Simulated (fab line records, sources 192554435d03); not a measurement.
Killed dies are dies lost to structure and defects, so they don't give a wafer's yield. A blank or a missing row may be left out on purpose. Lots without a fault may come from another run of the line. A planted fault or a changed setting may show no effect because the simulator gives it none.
Split-lot experiment | flow n5_finfet | 7 lots, 21 wafers read, on a route of 1938 steps

THE SPLIT
At N5_WELL_APT_COAT_02 (resist thk 950 nm), the setting spin_rpm was moved away from the recipe's 1357 rpm on 5 of the 21 wafers read, by +6.9% to +8.2%. The other wafers ran this setting at the recipe's value.

The reading is taken at the split's own step.

THE READING
coat_of_WELL_APT_COAT_02.thk_nm (the simulator's own value, which no gauge read), in nm, at N5_WELL_APT_COAT_02 (resist thk 950 nm). The file gives no usual value for it. The 16 wafers here that ran the recipe average 950.2 nm, standard deviation 2.6 nm.

wafer  | tool, chamber at the split | spin_rpm as run, rpm | against the recipe | coat_of_WELL_APT_COAT_02.thk_nm, nm | against lot-mates on the recipe
L074.1 | litho_track-05, 0          | 1357                 | recipe             | 954.3                               | -
L074.3 | litho_track-05, 0          | 1468                 | +8.2%              | 915.4                               | -37.2
L074.5 | litho_track-05, 0          | 1357                 | recipe             | 951                                 | -
L077.3 | litho_track-03, 0          | 1357                 | recipe             | 947.7                               | -
L077.4 | litho_track-03, 0          | 1357                 | recipe             | 949.4                               | -
L077.6 | litho_track-03, 0          | 1357                 | recipe             | 949.4                               | -
L080.2 | litho_track-01, 0          | 1357                 | recipe             | 947.5                               | -
L080.4 | litho_track-01, 0          | 1357                 | recipe             | 946.5                               | -
L080.6 | litho_track-01, 0          | 1357                 | recipe             | 945.9                               | -
L082.1 | litho_track-03, 0          | 1357                 | recipe             | 948.9                               | -
L082.2 | litho_track-03, 0          | 1453                 | +7.1%              | 915.1                               | -33.8
L082.6 | litho_track-03, 0          | 1453                 | +7.1%              | 915.5                               | -33.4
L084.2 | litho_track-03, 0          | 1357                 | recipe             | 952.7                               | -
L084.4 | litho_track-03, 0          | 1357                 | recipe             | 951.4                               | -
L084.6 | litho_track-03, 0          | 1357                 | recipe             | 954.9                               | -
L091.2 | litho_track-03, 0          | 1357                 | recipe             | 950.3                               | -
L091.3 | litho_track-03, 0          | 1357                 | recipe             | 949.7                               | -
L091.4 | litho_track-03, 0          | 1450                 | +6.9%              | 919                                 | -31.0
L094.1 | litho_track-03, 0          | 1460                 | +7.6%              | 918.5                               | -33.4
L094.2 | litho_track-03, 0          | 1357                 | recipe             | 950.6                               | -
L094.3 | litho_track-03, 0          | 1357                 | recipe             | 953.2                               | -

THE FIT
A straight line over all 21 wafers: coat_of_WELL_APT_COAT_02.thk_nm changes by -4.54 nm for each +1% of spin_rpm; r = -0.98; the points scatter about the line by 2.7 nm.
The same after taking each lot's own level away (the mean of its wafers on the recipe; 21 wafers): -4.59 nm for each +1%; r = -1.00; scatter 1.1 nm.
On that fit, the largest move of spin_rpm shifts the reading by 38 nm.
The lots' own levels span 946.63 to 953.00 nm, that is 2.5 times the standard deviation above.
So the lot-to-lot level changes the slope little: the two slopes agree.
Check: with one of the wafers moved furthest among these (+8.2%) left out of the fit, the line predicts -37.6 nm for it against its lot-mates. It came out at -37.2 nm against them.

THE FILE'S OWN FIT
coat_of_WELL_APT_COAT_02.thk_nm changes by -4.55 nm for each +1% of spin_rpm, r = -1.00.
